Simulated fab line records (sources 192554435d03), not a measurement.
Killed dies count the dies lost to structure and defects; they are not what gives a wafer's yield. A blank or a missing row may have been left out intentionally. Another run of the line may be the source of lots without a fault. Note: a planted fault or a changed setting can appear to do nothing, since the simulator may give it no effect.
Split-lot experiment :: flow n5_finfet :: on a route of 1938 steps: 7 lots, 21 wafers read

== THE SPLIT ITSELF ==
At N5_SD_EPI_N_EPI_21 (deposits Si:P, time 690 s), the setting temp_c was moved away from the recipe's 680 C on 3 of the 21 wafers read, by -0.5% to +0.3%. All remaining wafers had this setting at the recipe value.

== FROM THE SPLIT TO THE READING: what the file shows between them, 4 steps ==
- N5_SD_EPI_N_PRECLEAN_24: cleans in O3/DIW, time 60 s
- N5_SD_EPI_N_SRD_25: time 30 s
- N5_SD_EPI_N_PRECLEAN_49: cleans in NF3:NH3, afs cycles 1, time 20 s, sublimation time 60 s
- N5_SD_EPI_P_EPI_21: deposits SiGe:B, time 355 s

== THE READING ==
Si-P_of_SD_EPI_N_EPI_21.thk_nm (the simulator's own value, which no gauge read), in nm, at N5_SD_EPI_P_HM_STRIP_48 (strips SiNx in H3PO4, material SiNx, target depth 3 nm). The file does not state a usual value for it. Average 58.1 nm, standard deviation 0.73 nm, over the 18 wafers here run with the recipe.

wafer: L076.1
tool, chamber at the split: epi_rpcvd-03, 0
temp_c as run, C: 680
against the recipe: recipe
Si-P_of_SD_EPI_N_EPI_21.thk_nm, nm: 59
against lot-mates on the recipe: -

wafer: L076.6
tool, chamber at the split: epi_rpcvd-03, 0
temp_c as run, C: 680
against the recipe: recipe
Si-P_of_SD_EPI_N_EPI_21.thk_nm, nm: 59
against lot-mates on the recipe: -

wafer: L076.3
tool, chamber at the split: epi_rpcvd-03, 0
temp_c as run, C: 680
against the recipe: recipe
Si-P_of_SD_EPI_N_EPI_21.thk_nm, nm: 59.2
against lot-mates on the recipe: -

wafer: L077.3
tool, chamber at the split: epi_rpcvd-03, 0
temp_c as run, C: 680
against the recipe: recipe
Si-P_of_SD_EPI_N_EPI_21.thk_nm, nm: 58.4
against lot-mates on the recipe: -

wafer: L077.4
tool, chamber at the split: epi_rpcvd-03, 0
temp_c as run, C: 680
against the recipe: recipe
Si-P_of_SD_EPI_N_EPI_21.thk_nm, nm: 58.4
against lot-mates on the recipe: -

wafer: L077.6
tool, chamber at the split: epi_rpcvd-03, 0
temp_c as run, C: 680
against the recipe: recipe
Si-P_of_SD_EPI_N_EPI_21.thk_nm, nm: 57.8
against lot-mates on the recipe: -

wafer: L078.2
tool, chamber at the split: epi_rpcvd-04, 0
temp_c as run, C: 680
against the recipe: recipe
Si-P_of_SD_EPI_N_EPI_21.thk_nm, nm: 57.6
against lot-mates on the recipe: -

wafer: L078.4
tool, chamber at the split: epi_rpcvd-04, 0
temp_c as run, C: 680
against the recipe: recipe
Si-P_of_SD_EPI_N_EPI_21.thk_nm, nm: 58.4
against lot-mates on the recipe: -

wafer: L078.5
tool, chamber at the split: epi_rpcvd-04, 0
temp_c as run, C: 680
against the recipe: recipe
Si-P_of_SD_EPI_N_EPI_21.thk_nm, nm: 58
against lot-mates on the recipe: -

wafer: L081.3
tool, chamber at the split: epi_rpcvd-01, 0
temp_c as run, C: 676.6
against the recipe: -0.5%
Si-P_of_SD_EPI_N_EPI_21.thk_nm, nm: 54.8
against lot-mates on the recipe: -3.2

wafer: L081.4
tool, chamber at the split: epi_rpcvd-01, 0
temp_c as run, C: 676.6
against the recipe: -0.5%
Si-P_of_SD_EPI_N_EPI_21.thk_nm, nm: 54.8
against lot-mates on the recipe: -3.2

wafer: L081.6
tool, chamber at the split: epi_rpcvd-01, 0
temp_c as run, C: 680
against the recipe: recipe
Si-P_of_SD_EPI_N_EPI_21.thk_nm, nm: 58
against lot-mates on the recipe: -

wafer: L091.2
tool, chamber at the split: epi_rpcvd-01, 0
temp_c as run, C: 682.3
against the recipe: +0.3%
Si-P_of_SD_EPI_N_EPI_21.thk_nm, nm: 60.4
against lot-mates on the recipe: +2.3

wafer: L091.3
tool, chamber at the split: epi_rpcvd-01, 0
temp_c as run, C: 680
against the recipe: recipe
Si-P_of_SD_EPI_N_EPI_21.thk_nm, nm: 58
against lot-mates on the recipe: -

wafer: L091.6
tool, chamber at the split: epi_rpcvd-01, 0
temp_c as run, C: 680
against the recipe: recipe
Si-P_of_SD_EPI_N_EPI_21.thk_nm, nm: 58.2
against lot-mates on the recipe: -

wafer: L093.2
tool, chamber at the split: epi_rpcvd-04, 0
temp_c as run, C: 680
against the recipe: recipe
Si-P_of_SD_EPI_N_EPI_21.thk_nm, nm: 59.4
against lot-mates on the recipe: -

wafer: L093.4
tool, chamber at the split: epi_rpcvd-04, 0
temp_c as run, C: 680
against the recipe: recipe
Si-P_of_SD_EPI_N_EPI_21.thk_nm, nm: 58.2
against lot-mates on the recipe: -

wafer: L093.5
tool, chamber at the split: epi_rpcvd-04, 0
temp_c as run, C: 680
against the recipe: recipe
Si-P_of_SD_EPI_N_EPI_21.thk_nm, nm: 58
against lot-mates on the recipe: -

wafer: L095.3
tool, chamber at the split: epi_rpcvd-03, 0
temp_c as run, C: 680
against the recipe: recipe
Si-P_of_SD_EPI_N_EPI_21.thk_nm, nm: 57.4
against lot-mates on the recipe: -

wafer: L095.4
tool, chamber at the split: epi_rpcvd-03, 0
temp_c as run, C: 680
against the recipe: recipe
Si-P_of_SD_EPI_N_EPI_21.thk_nm, nm: 56.8
against lot-mates on the recipe: -

wafer: L095.5
tool, chamber at the split: epi_rpcvd-03, 0
temp_c as run, C: 680
against the recipe: recipe
Si-P_of_SD_EPI_N_EPI_21.thk_nm, nm: 56.6
against lot-mates on the recipe: -

THE FIT
A straight line over all 21 wafers: Si-P_of_SD_EPI_N_EPI_21.thk_nm changes by +6.67 nm for each +1% of temp_c; r = +0.86; the points scatter about the line by 0.71 nm.
The same after taking each lot's own level away (the mean of its wafers on the recipe; 21 wafers): +6.48 nm for each +1%; r = +0.96; scatter 0.33 nm.
On that fit, the largest move of temp_c shifts the reading by 3.2 nm.
Measured against the standard deviation above, the lots' own levels, which go from 56.93 to 59.07 nm, span 2.9 times it.
Hence the lot-to-lot level has little effect on the slope; both slopes agree.
Check: -3.26 nm against its lot-mates is what the line predicts for one of the wafers moved furthest among these (-0.5%) when that wafer is left out of the fit. Against them it came out at -3.2 nm.

== FURTHER SPLITS ON THESE WAFERS ==
Before the reading, these wafers also passed through other splits. Each is held against what the fit with the lots' levels taken away leaves over:
other split on the same wafers: N5_ZERO_LAYER_PECVD_02 time_s
wafers away from the commonest value: 5
r with Si-P_of_SD_EPI_N_EPI_21.thk_nm (lot level and that fit taken away): +0.37

other split on the same wafers: N5_ZERO_LAYER_EXPOSE_08 dose_mj
wafers away from the commonest value: 7
r with Si-P_of_SD_EPI_N_EPI_21.thk_nm (lot level and that fit taken away): -0.11

other split on the same wafers: N5_PMOS_HMC_CHANNEL_EPI_ETCH_32 bias_w
wafers away from the commonest value: 11
r with Si-P_of_SD_EPI_N_EPI_21.thk_nm (lot level and that fit taken away): +0.03

other split on the same wafers: N5_FIN_SAQP_ETCH_65 time_s
wafers away from the commonest value: 8
r with Si-P_of_SD_EPI_N_EPI_21.thk_nm (lot level and that fit taken away): +0.18

other split on the same wafers: N5_FIN_SAQP_COAT_68 spin_rpm
wafers away from the commonest value: 8
r with Si-P_of_SD_EPI_N_EPI_21.thk_nm (lot level and that fit taken away): -0.08

other split on the same wafers: N5_FIN_CUT_CUT_ETCH_26 time_s
wafers away from the commonest value: 3
r with Si-P_of_SD_EPI_N_EPI_21.thk_nm (lot level and that fit taken away): +0.32

other split on the same wafers: N5_SD_EPI_N_PEB_07 peb_temp_c
wafers away from the commonest value: 10
r with Si-P_of_SD_EPI_N_EPI_21.thk_nm (lot level and that fit taken away): +0.22

other split on the same wafers: N5_SD_EPI_N_ETCH_45 target_depth_a
wafers away from the commonest value: 6
r with Si-P_of_SD_EPI_N_EPI_21.thk_nm (lot level and that fit taken away): -0.16

== THE WHOLE CHAIN: every reading that the file lists as answering this split, in the file's order ==
step: N5_SD_EPI_N_EPI_21
what it does: deposits Si:P, time 690 s
reading: Si-P_of_SD_EPI_N_EPI_21.thk_nm (the simulator's own value, which no gauge read)
change (the file's fit): +6.43 nm for each +1% of the setting
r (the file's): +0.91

step: N5_SD_EPI_N_PRECLEAN_24
what it does: cleans in O3/DIW, time 60 s
reading: Si-P_of_SD_EPI_N_EPI_21.thk_nm (the simulator's own value, which no gauge read)
change (the file's fit): +6.3 nm for each +1% of the setting
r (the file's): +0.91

step: N5_SD_EPI_P_HM_STRIP_48
what it does: strips SiNx in H3PO4, material SiNx, target depth 3 nm
reading: Si-P_of_SD_EPI_N_EPI_21.thk_nm (the simulator's own value, which no gauge read)
change (the file's fit): +6.53 nm for each +1% of the setting
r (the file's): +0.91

== FILE'S OWN FIT ==
Si-P_of_SD_EPI_N_EPI_21.thk_nm changes by +6.53 nm for each +1% of temp_c, r = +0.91.
